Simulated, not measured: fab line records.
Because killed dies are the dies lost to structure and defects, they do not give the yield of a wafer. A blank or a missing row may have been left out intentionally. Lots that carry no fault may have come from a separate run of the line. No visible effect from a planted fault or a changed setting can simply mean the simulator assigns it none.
Chamber matching :: flow n5-finfet :: 4 sister chambers for N5_MOL_CONTACT_COAG_ETCH_48 on rie-diel-04
The step etches SiOC in C4F6/O2, target depth 15 nm, overetch 4.5 nm, time 17 s. 18 wafers are shown with their chamber, then 9 later ones without.

== WAFERS PAIRED WITH THEIR CHAMBERS ==
wafer: L074.2
chamber: 1
throttle-valve-pct (%): 40.3
showerhead-plenum-p-Torr (Torr): 2.94
drypump-motor-current-A (A): 5.8

wafer: L074.4
chamber: 0
throttle-valve-pct (%): 41.5
showerhead-plenum-p-Torr (Torr): 2.79
drypump-motor-current-A (A): 5.0

wafer: L074.5
chamber: 3
throttle-valve-pct (%): 40.1
showerhead-plenum-p-Torr (Torr): 2.88
drypump-motor-current-A (A): 6.3

wafer: L075.1
chamber: 2
throttle-valve-pct (%): 40.0
showerhead-plenum-p-Torr (Torr): 3.01
drypump-motor-current-A (A): 6.3

wafer: L075.4
chamber: 1
throttle-valve-pct (%): 40.3
showerhead-plenum-p-Torr (Torr): 2.94
drypump-motor-current-A (A): 5.8

wafer: L075.6
chamber: 0
throttle-valve-pct (%): 41.4
showerhead-plenum-p-Torr (Torr): 2.79
drypump-motor-current-A (A): 5.0

wafer: L077.1
chamber: 3
throttle-valve-pct (%): 40.1
showerhead-plenum-p-Torr (Torr): 2.87
drypump-motor-current-A (A): 6.3

wafer: L077.4
chamber: 2
throttle-valve-pct (%): 40.0
showerhead-plenum-p-Torr (Torr): 3.00
drypump-motor-current-A (A): 6.2

wafer: L077.6
chamber: 2
throttle-valve-pct (%): 40.0
showerhead-plenum-p-Torr (Torr): 3.00
drypump-motor-current-A (A): 6.3

wafer: L079.1
chamber: 2
throttle-valve-pct (%): 40.0
showerhead-plenum-p-Torr (Torr): 3.00
drypump-motor-current-A (A): 6.2

wafer: L079.2
chamber: 1
throttle-valve-pct (%): 40.2
showerhead-plenum-p-Torr (Torr): 2.93
drypump-motor-current-A (A): 5.8

wafer: L079.3
chamber: 3
throttle-valve-pct (%): 40.1
showerhead-plenum-p-Torr (Torr): 2.87
drypump-motor-current-A (A): 6.3

wafer: L081.1
chamber: 0
throttle-valve-pct (%): 41.5
showerhead-plenum-p-Torr (Torr): 2.79
drypump-motor-current-A (A): 5.0

wafer: L081.5
chamber: 2
throttle-valve-pct (%): 40.0
showerhead-plenum-p-Torr (Torr): 3.00
drypump-motor-current-A (A): 6.3

wafer: L081.6
chamber: 1
throttle-valve-pct (%): 40.3
showerhead-plenum-p-Torr (Torr): 2.93
drypump-motor-current-A (A): 5.8

wafer: L082.1
chamber: 2
throttle-valve-pct (%): 40.0
showerhead-plenum-p-Torr (Torr): 3.00
drypump-motor-current-A (A): 6.3

wafer: L082.5
chamber: 3
throttle-valve-pct (%): 40.1
showerhead-plenum-p-Torr (Torr): 2.87
drypump-motor-current-A (A): 6.2

wafer: L082.6
chamber: 2
throttle-valve-pct (%): 40.0
showerhead-plenum-p-Torr (Torr): 3.00
drypump-motor-current-A (A): 6.3

SIGNATURES (means of the wafers above)
reading: throttle-valve-pct
chamber 0: 41.467
chamber 1: 40.275
chamber 2: 40.000
chamber 3: 40.100
scatter within a chamber: 0.0318

reading: showerhead-plenum-p-Torr
chamber 0: 2.7900
chamber 1: 2.9350
chamber 2: 3.0014
chamber 3: 2.8725
scatter within a chamber: 0.00432

reading: drypump-motor-current-A
chamber 0: 5.000
chamber 1: 5.800
chamber 2: 6.271
chamber 3: 6.275
scatter within a chamber: 0.0394
Rule: for a wafer and a chamber, the distance is found by dividing, reading by reading, the gap between the wafer's reading and the chamber's mean by the reading's scatter, squaring, summing and taking the root. If the next closest chamber is less than 2 further off than the closest, the wafer can't be placed; otherwise it belongs to the closest. The scatter: take each reading less its chamber's mean, square it, sum over the shown wafers, divide by the number of wafers less the number of chambers, and take the root.

== WAFERS WITH NO CHAMBER GIVEN ==
wafer: L083.2
throttle-valve-pct (%): 41.4
showerhead-plenum-p-Torr (Torr): 2.78
drypump-motor-current-A (A): 5.0

wafer: L083.3
throttle-valve-pct (%): 40.3
showerhead-plenum-p-Torr (Torr): 2.93
drypump-motor-current-A (A): 5.8

wafer: L083.4
throttle-valve-pct (%): 40.1
showerhead-plenum-p-Torr (Torr): 2.87
drypump-motor-current-A (A): 6.3

wafer: L085.1
throttle-valve-pct (%): 40.1
showerhead-plenum-p-Torr (Torr): 2.87
drypump-motor-current-A (A): 6.3

wafer: L085.3
throttle-valve-pct (%): 40.3
showerhead-plenum-p-Torr (Torr): 2.93
drypump-motor-current-A (A): 5.8

wafer: L085.4
throttle-valve-pct (%): 41.5
showerhead-plenum-p-Torr (Torr): 2.78
drypump-motor-current-A (A): 5.0

wafer: L088.1
throttle-valve-pct (%): 41.5
showerhead-plenum-p-Torr (Torr): 2.78
drypump-motor-current-A (A): 4.9

wafer: L088.2
throttle-valve-pct (%): 40.1
showerhead-plenum-p-Torr (Torr): 2.86
drypump-motor-current-A (A): 6.3

wafer: L088.5
throttle-valve-pct (%): 40.0
showerhead-plenum-p-Torr (Torr): 2.99
drypump-motor-current-A (A): 6.2

== THE CHAMBER EACH PASSED THROUGH ==
wafer: L083.2
from the rows above: 0
in truth: 0

wafer: L083.3
from the rows above: 1
in truth: 1

wafer: L083.4
from the rows above: 3
in truth: 3

wafer: L085.1
from the rows above: 3
in truth: 3

wafer: L085.3
from the rows above: 1
in truth: 1

wafer: L085.4
from the rows above: 0
in truth: 0

wafer: L088.1
from the rows above: 0
in truth: 0

wafer: L088.2
from the rows above: 3
in truth: 3

wafer: L088.5
from the rows above: 2
in truth: 2
Correct placement for 9 of the 9. From these rows, 0 cannot be placed. Placed wrongly: 0.
